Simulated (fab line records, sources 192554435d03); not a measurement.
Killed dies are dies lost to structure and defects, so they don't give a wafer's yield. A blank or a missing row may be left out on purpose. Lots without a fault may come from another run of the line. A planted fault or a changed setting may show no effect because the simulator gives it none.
Problem report in the 8D (eight disciplines) form, filled by code | flow n5_finfet | the parts of the form that need people (team, actions taken, sign-off) are left out

1. THE PROBLEM
plate_temp_C at N5_BEOL_M13_COAT_65 reads a mean of 247.13 C on 6 wafers of 2 lots; wafers without a fault read 249.98 C with a standard deviation of 0.19. That is -15 standard deviations from the usual mean.
The step: time 60 s, resist thk 350 nm.
First seen on wafer L725.2, day 15 03:27, on litho_track-03. The record holds 30 wafers of 10 lots with a number at this step. Rule for "out", or "out of limits": more than 4 standard deviations from the usual mean. The other wafers with a number count as sound.

2. WHAT IT IS AND WHAT IT IS NOT
question                    | is                     | is not
which readings at this step | plate_temp_C           | -
which lots                  | L725, L727             | L713, L717, L720, L721, L722, L726, L728, L729
which wafers of those lots  | all that have a number | -
read on which tools         | litho_track-03         | litho_track-02, litho_track-05
when                        | from day 15 03:27      | up to then (18 sound wafers); but 6 sound wafers of L728, L729 came after

3. SUSPECTS, AND WHAT RULES EACH OUT
Counting: a tool at a process step up to the reading stays a suspect if it ran every lot that is out and no sound lot after the first of them.
- cmp-04 at N5_BEOL_M12_CMP_49 (polishes, stops on SiOC, t overpolish 20.6 s, target thk 320 nm): ruled out as a lasting fault. Sound lots L728 ran on it after its first lot that is out, L725 (day 15 01:44).
- litho_track-03 at N5_BEOL_M13_COAT_65 (time 60 s, resist thk 350 nm): kept. It ran every lot that is out, first L725 (day 15 03:27), and no sound lot after that; its last sound lot up to then is L726 (day 14 19:00). Its own readings are out on those wafers: plate_temp_C.
Left after counting: litho_track-03 at N5_BEOL_M13_COAT_65.

4. THE CAUSE (what the simulator had put in)
Process parameter drift: litho_track-03, from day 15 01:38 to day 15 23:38, at N5_BEOL_M13_COAT_65. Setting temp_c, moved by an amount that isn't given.
Counting left only this tool.

5. THE CHAIN OF EFFECTS, in route order
Each row: a reading whose mean over the struck wafers that have a number lies more than 3 standard deviations from the usual. Only readings for which the record gives a usual standard deviation are gone through. hours: the time from each lot's start at the first step in this table that gives one to its start at this step, as a median over the lots. sigmas: the change in usual standard deviations.
hours | step                | reading              | usual    | on struck wafers | change | sigmas
0     | N5_BEOL_M13_COAT_65 | heater_power_total_W | 500.4 W  | 493.3            | -7.1   | -3.9
0     | N5_BEOL_M13_COAT_65 | plate_temp_C         | 249.98 C | 247.13           | -2.85  | -15
The process steps in it:
- N5_BEOL_M13_COAT_65: time 60 s, resist thk 350 nm.

6. WHAT WOULD HAVE CAUGHT IT SOONER
In this record the first reading out of limits was taken at day 15 03:27, 2 hours after the fault began at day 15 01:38.
